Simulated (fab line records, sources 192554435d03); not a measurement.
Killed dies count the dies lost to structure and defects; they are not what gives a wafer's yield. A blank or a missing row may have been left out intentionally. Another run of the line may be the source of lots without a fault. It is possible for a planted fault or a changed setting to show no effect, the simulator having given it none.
Split-lot study || flow n5 finfet || 7 lots, 39 wafers read, on a route of 1938 steps

== ON THE SPLIT ==
At N5_BEOL_M3_CVD_47 (deposits Co from CCTBA/H2, target thk 3 nm, time 223.8 s), the setting target thk a was moved away from the recipe's 30 angstrom on 15 of the 39 wafers read, by -53.8% to +54.1%. For the rest of the wafers, this setting stayed at what the recipe calls for.

The reading is taken at the split's own step.

== THE READING ==
Co_of_BEOL_M3_CVD_47.thk nm (the simulator's own value, which no gauge read), in nm, at N5_BEOL_M3_CVD_47 (deposits Co from CCTBA/H2, target thk 3 nm, time 223.8 s). The file does not state a usual value for it. The 24 wafers here that ran the recipe average 3.0 nm, standard deviation 0.1 nm.

{"wafer": "L077.1", "tool, chamber at the split": "cvd co-01, 1,2,1", "target thk a as run, angstrom": 24.41, "against the recipe": "-18.6%", "Co_of_BEOL_M3_CVD_47.thk nm, nm": 2.4, "against lot-mates on the recipe": -0.6}
{"wafer": "L077.4", "tool, chamber at the split": "cvd co-01, 1,2,1", "target thk a as run, angstrom": 24.41, "against the recipe": "-18.6%", "Co_of_BEOL_M3_CVD_47.thk nm, nm": 2.4, "against lot-mates on the recipe": -0.6}
{"wafer": "L077.6", "tool, chamber at the split": "cvd co-01, 1,2,1", "target thk a as run, angstrom": 24.41, "against the recipe": "-18.6%", "Co_of_BEOL_M3_CVD_47.thk nm, nm": 2.4, "against lot-mates on the recipe": -0.6}
{"wafer": "L077.2", "tool, chamber at the split": "cvd co-01, 2,0,0", "target thk a as run, angstrom": 30, "against the recipe": "recipe", "Co_of_BEOL_M3_CVD_47.thk nm, nm": 3, "against lot-mates on the recipe": "-"}
{"wafer": "L077.3", "tool, chamber at the split": "cvd co-01, 2,0,0", "target thk a as run, angstrom": 30, "against the recipe": "recipe", "Co_of_BEOL_M3_CVD_47.thk nm, nm": 3, "against lot-mates on the recipe": "-"}
{"wafer": "L077.5", "tool, chamber at the split": "cvd co-01, 2,0,0", "target thk a as run, angstrom": 30, "against the recipe": "recipe", "Co_of_BEOL_M3_CVD_47.thk nm, nm": 3, "against lot-mates on the recipe": "-"}
{"wafer": "L080.3", "tool, chamber at the split": "cvd co-02, 1,2,1", "target thk a as run, angstrom": 30, "against the recipe": "recipe", "Co_of_BEOL_M3_CVD_47.thk nm, nm": 3, "against lot-mates on the recipe": "-"}
{"wafer": "L080.4", "tool, chamber at the split": "cvd co-02, 1,2,1", "target thk a as run, angstrom": 30, "against the recipe": "recipe", "Co_of_BEOL_M3_CVD_47.thk nm, nm": 3, "against lot-mates on the recipe": "-"}
{"wafer": "L080.5", "tool, chamber at the split": "cvd co-02, 1,2,1", "target thk a as run, angstrom": 30, "against the recipe": "recipe", "Co_of_BEOL_M3_CVD_47.thk nm, nm": 3, "against lot-mates on the recipe": "-"}
{"wafer": "L083.1", "tool, chamber at the split": "cvd co-01, 1,0,2", "target thk a as run, angstrom": 30, "against the recipe": "recipe", "Co_of_BEOL_M3_CVD_47.thk nm, nm": 3.2, "against lot-mates on the recipe": "-"}
{"wafer": "L083.2", "tool, chamber at the split": "cvd co-01, 1,0,2", "target thk a as run, angstrom": 30, "against the recipe": "recipe", "Co_of_BEOL_M3_CVD_47.thk nm, nm": 3.2, "against lot-mates on the recipe": "-"}
{"wafer": "L083.3", "tool, chamber at the split": "cvd co-01, 1,0,2", "target thk a as run, angstrom": 30, "against the recipe": "recipe", "Co_of_BEOL_M3_CVD_47.thk nm, nm": 3.2, "against lot-mates on the recipe": "-"}
{"wafer": "L083.4", "tool, chamber at the split": "cvd co-01, 2,1,0", "target thk a as run, angstrom": 30, "against the recipe": "recipe", "Co_of_BEOL_M3_CVD_47.thk nm, nm": 3, "against lot-mates on the recipe": "-"}
{"wafer": "L083.5", "tool, chamber at the split": "cvd co-01, 2,1,0", "target thk a as run, angstrom": 30, "against the recipe": "recipe", "Co_of_BEOL_M3_CVD_47.thk nm, nm": 3, "against lot-mates on the recipe": "-"}
{"wafer": "L083.6", "tool, chamber at the split": "cvd co-01, 2,1,0", "target thk a as run, angstrom": 30, "against the recipe": "recipe", "Co_of_BEOL_M3_CVD_47.thk nm, nm": 3, "against lot-mates on the recipe": "-"}
{"wafer": "L082.1", "tool, chamber at the split": "cvd co-02, 2,0,2", "target thk a as run, angstrom": 46.23, "against the recipe": "+54.1%", "Co_of_BEOL_M3_CVD_47.thk nm, nm": 4.6, "against lot-mates on the recipe": "+1.7"}
{"wafer": "L082.2", "tool, chamber at the split": "cvd co-02, 2,0,2", "target thk a as run, angstrom": 46.23, "against the recipe": "+54.1%", "Co_of_BEOL_M3_CVD_47.thk nm, nm": 4.6, "against lot-mates on the recipe": "+1.7"}
{"wafer": "L082.5", "tool, chamber at the split": "cvd co-02, 2,0,2", "target thk a as run, angstrom": 46.23, "against the recipe": "+54.1%", "Co_of_BEOL_M3_CVD_47.thk nm, nm": 4.6, "against lot-mates on the recipe": "+1.7"}
{"wafer": "L082.3", "tool, chamber at the split": "cvd co-02, 1", "target thk a as run, angstrom": 30, "against the recipe": "recipe", "Co_of_BEOL_M3_CVD_47.thk nm, nm": 2.8, "against lot-mates on the recipe": "-"}
{"wafer": "L082.4", "tool, chamber at the split": "cvd co-02, 0,1", "target thk a as run, angstrom": 30, "against the recipe": "recipe", "Co_of_BEOL_M3_CVD_47.thk nm, nm": 3, "against lot-mates on the recipe": "-"}
{"wafer": "L082.6", "tool, chamber at the split": "cvd co-02, 0,1", "target thk a as run, angstrom": 30, "against the recipe": "recipe", "Co_of_BEOL_M3_CVD_47.thk nm, nm": 3, "against lot-mates on the recipe": "-"}
{"wafer": "L084.1", "tool, chamber at the split": "cvd co-01, 2,1,0", "target thk a as run, angstrom": 44.78, "against the recipe": "+49.3%", "Co_of_BEOL_M3_CVD_47.thk nm, nm": 4.4, "against lot-mates on the recipe": "+1.5"}
{"wafer": "L084.2", "tool, chamber at the split": "cvd co-01, 2,1,0", "target thk a as run, angstrom": 44.78, "against the recipe": "+49.3%", "Co_of_BEOL_M3_CVD_47.thk nm, nm": 4.4, "against lot-mates on the recipe": "+1.5"}
{"wafer": "L084.6", "tool, chamber at the split": "cvd co-01, 2,1,0", "target thk a as run, angstrom": 44.78, "against the recipe": "+49.3%", "Co_of_BEOL_M3_CVD_47.thk nm, nm": 4.4, "against lot-mates on the recipe": "+1.5"}
{"wafer": "L084.3", "tool, chamber at the split": "cvd co-01, 0,1", "target thk a as run, angstrom": 30, "against the recipe": "recipe", "Co_of_BEOL_M3_CVD_47.thk nm, nm": 3, "against lot-mates on the recipe": "-"}
{"wafer": "L084.5", "tool, chamber at the split": "cvd co-01, 0,1", "target thk a as run, angstrom": 30, "against the recipe": "recipe", "Co_of_BEOL_M3_CVD_47.thk nm, nm": 3, "against lot-mates on the recipe": "-"}
{"wafer": "L084.4", "tool, chamber at the split": "cvd co-01, 2", "target thk a as run, angstrom": 30, "against the recipe": "recipe", "Co_of_BEOL_M3_CVD_47.thk nm, nm": 2.8, "against lot-mates on the recipe": "-"}
{"wafer": "L085.1", "tool, chamber at the split": "cvd co-02, 2,1", "target thk a as run, angstrom": 39.85, "against the recipe": "+32.8%", "Co_of_BEOL_M3_CVD_47.thk nm, nm": 3.8, "against lot-mates on the recipe": "+0.8"}
{"wafer": "L085.2", "tool, chamber at the split": "cvd co-02, 2,1", "target thk a as run, angstrom": 39.85, "against the recipe": "+32.8%", "Co_of_BEOL_M3_CVD_47.thk nm, nm": 3.8, "against lot-mates on the recipe": "+0.8"}
{"wafer": "L085.3", "tool, chamber at the split": "cvd co-02, 0", "target thk a as run, angstrom": 39.85, "against the recipe": "+32.8%", "Co_of_BEOL_M3_CVD_47.thk nm, nm": 4, "against lot-mates on the recipe": "+1.0"}
{"wafer": "L085.4", "tool, chamber at the split": "cvd co-02, 1,2,0", "target thk a as run, angstrom": 30, "against the recipe": "recipe", "Co_of_BEOL_M3_CVD_47.thk nm, nm": 3, "against lot-mates on the recipe": "-"}
{"wafer": "L085.5", "tool, chamber at the split": "cvd co-02, 1,2,0", "target thk a as run, angstrom": 30, "against the recipe": "recipe", "Co_of_BEOL_M3_CVD_47.thk nm, nm": 3, "against lot-mates on the recipe": "-"}
{"wafer": "L085.6", "tool, chamber at the split": "cvd co-02, 1,2,0", "target thk a as run, angstrom": 30, "against the recipe": "recipe", "Co_of_BEOL_M3_CVD_47.thk nm, nm": 3, "against lot-mates on the recipe": "-"}
{"wafer": "L097.1", "tool, chamber at the split": "cvd co-01, 1,2", "target thk a as run, angstrom": 30, "against the recipe": "recipe", "Co_of_BEOL_M3_CVD_47.thk nm, nm": 3, "against lot-mates on the recipe": "-"}
{"wafer": "L097.4", "tool, chamber at the split": "cvd co-01, 1,2", "target thk a as run, angstrom": 30, "against the recipe": "recipe", "Co_of_BEOL_M3_CVD_47.thk nm, nm": 3, "against lot-mates on the recipe": "-"}
{"wafer": "L097.2", "tool, chamber at the split": "cvd co-01, 0", "target thk a as run, angstrom": 13.86, "against the recipe": "-53.8%", "Co_of_BEOL_M3_CVD_47.thk nm, nm": 1.2, "against lot-mates on the recipe": -1.7}
{"wafer": "L097.5", "tool, chamber at the split": "cvd co-01, 0", "target thk a as run, angstrom": 13.86, "against the recipe": "-53.8%", "Co_of_BEOL_M3_CVD_47.thk nm, nm": 1.2, "against lot-mates on the recipe": -1.7}
{"wafer": "L097.3", "tool, chamber at the split": "cvd co-01, 2", "target thk a as run, angstrom": 30, "against the recipe": "recipe", "Co_of_BEOL_M3_CVD_47.thk nm, nm": 2.8, "against lot-mates on the recipe": "-"}
{"wafer": "L097.6", "tool, chamber at the split": "cvd co-01, 1", "target thk a as run, angstrom": 13.86, "against the recipe": "-53.8%", "Co_of_BEOL_M3_CVD_47.thk nm, nm": 1.4, "against lot-mates on the recipe": -1.5}
When a row names more than one chamber, that row covers several wafers, and the file does not tell which wafer ran in which chamber.

THE FIT
A straight line over all 39 wafers: Co_of_BEOL_M3_CVD_47.thk nm changes by +0.03 nm for each +1% of target thk a; r = +0.99; the points scatter about the line by 0.1 nm.
The same after taking each lot's own level away (the mean of its wafers on the recipe; 39 wafers): +0.0303 nm for each +1%; r = +1.00; scatter 0.081 nm.
According to that fit, moving target thk a by its largest amount changes the reading by 1.6 nm.
From 2.93 to 3.10 nm: that is the span of the lots' own levels, equal to 1.7 times the standard deviation above.
So the lot-to-lot level changes the slope little: the two slopes agree.
Check: with one of the wafers moved furthest among these (+54.1%) left out of the fit, the line predicts +1.62 nm for it against its lot-mates. It came out at +1.67 nm against them.

== FURTHER SPLITS ON THESE WAFERS ==
These wafers also went through other splits before the reading. Each is held against what the fit with the lots' levels taken away leaves over:
{"other split on the same wafers": "N5_BEOL_M0_SAQP_ETCH_106 target depth a", "wafers away from the commonest value": 15, "r with Co_of_BEOL_M3_CVD_47.thk nm (lot level and that fit taken away)": -0.19}

== FILE'S OWN FIT ==
Co_of_BEOL_M3_CVD_47.thk nm changes by +0.0302 nm for each +1% of target thk a, r = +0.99.
